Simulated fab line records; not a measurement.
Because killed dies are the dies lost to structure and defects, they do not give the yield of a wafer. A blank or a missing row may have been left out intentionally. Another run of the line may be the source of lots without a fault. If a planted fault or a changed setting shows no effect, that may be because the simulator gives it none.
Check for tools in common	flow n5 finfet	Sampled: 12 lots, 33 wafers

== REASON FOR OPENING ==
Flagged at N5_BEOL_M15_CD_MEAS_28: reading cd nm, on 2 of 12 lots. Fault-free wafers read 408.2 nm, with a standard deviation of 1.7.
Rule: a lot is flagged when every wafer of it that has a number lies more than 4 standard deviations from that mean, or none has a number. As for the other lots, they are considered sound.

lot	measured	on	cd nm (nm), wafer by wafer	flag
L596	day 11 07:33	cd sem-02	408.3 409.1 409.5	
L597	day 11 17:46	cd sem-02	408.1 407.4 411.1	
L599	day 12 09:31	cd sem-01	406.0 408.7 407.1	
L600	day 12 17:34	cd sem-02	407.7 407.0 405.0	
L601	day 12 18:12	cd sem-03	407.2 410.9 408.1	
L606	day 14 10:31	cd sem-03	408.3 406.6 408.4	
L609	day 14 20:21	cd sem-02	409.0 410.0 409.9	
L615	day 16 06:23	cd sem-03	429.9 431.2	FLAGGED
L614	day 16 11:28	cd sem-02	427.6 425.3	FLAGGED
L618	day 17 05:52	cd sem-02	411.1 410.7 409.8	
L617	day 17 21:04	cd sem-01	406.3 405.8	
L619	day 18 14:05	cd sem-01	408.2 409.4 410.2	
On average the flagged lots' numbers are 428.5 nm, which is +20.3 nm against the usual, or +12 standard deviations.

== WHICH TOOL RAN EACH LOT ==
The record holds 1 process step before the reading, out of a route of 1938 steps. Read each cell as the tool, then ch plus the chambers that the sampled wafers visited, then the start.
lot	flag	N5_BEOL_M15_EXPOSE_25
L596		krf scanner-02 ch 0, day 11 07:23
L597		krf scanner-02 ch 0, day 11 17:35
L599		krf scanner-02 ch 0, day 12 09:21
L600		krf scanner-02 ch 0, day 12 17:24
L601		krf scanner-01 ch 0, day 12 18:02
L606		krf scanner-01 ch 0, day 14 10:21
L609		krf scanner-01 ch 0, day 14 20:11
L615	FLAGGED	krf scanner-02 ch 0, day 16 06:13
L614	FLAGGED	krf scanner-02 ch 0, day 16 11:19
L618		krf scanner-01 ch 0, day 17 05:41
L617		krf scanner-01 ch 0, day 17 20:54
L619		krf scanner-01 ch 0, day 18 13:55
These steps, and what they do:
- N5_BEOL_M15_EXPOSE_25: exposes mask M15, target cd 400 nm.
- N5_BEOL_M15_CD_MEAS_28: target cd 407.6 nm.

== FLAGGED OVER TOTAL, TOOL BY TOOL (the gauges that took the reading come last) ==
step	tool	lots run	flagged	share of the flagged lots	sound lots run after its first flagged lot
N5_BEOL_M15_EXPOSE_25	krf scanner-01	6	0	none	-
N5_BEOL_M15_EXPOSE_25	krf scanner-02	6	2	all	0
N5_BEOL_M15_CD_MEAS_28	cd sem-01	3	0	none	-
N5_BEOL_M15_CD_MEAS_28	cd sem-02	6	1	some	1 (L618)
N5_BEOL_M15_CD_MEAS_28	cd sem-03	3	1	some	0

== WHAT THE TABLE ALLOWS ==
All flagged lots share 1 row of the table, namely krf scanner-02 at N5_BEOL_M15_EXPOSE_25.
- krf scanner-02 at N5_BEOL_M15_EXPOSE_25: 2 of its 6 lots flagged. A fault beginning between L600 (day 12 17:24), its last sound lot, and L615 (day 16 06:13), its first flagged one, fits the data. Its own readings (exposure dose mJ cm2) fall more than 4 standard deviations out on all wafers of the flagged lots.
What remains is a single tool, krf scanner-02 at N5_BEOL_M15_EXPOSE_25.

== WHAT THE SIMULATOR HAD PUT IN ==
Process parameters drifting: krf scanner-02 at N5_BEOL_M15_EXPOSE_25, beginning at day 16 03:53. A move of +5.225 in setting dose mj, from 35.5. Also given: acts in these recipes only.
Lots struck among those shown: L615, L614. The rule given above showed the same thing.
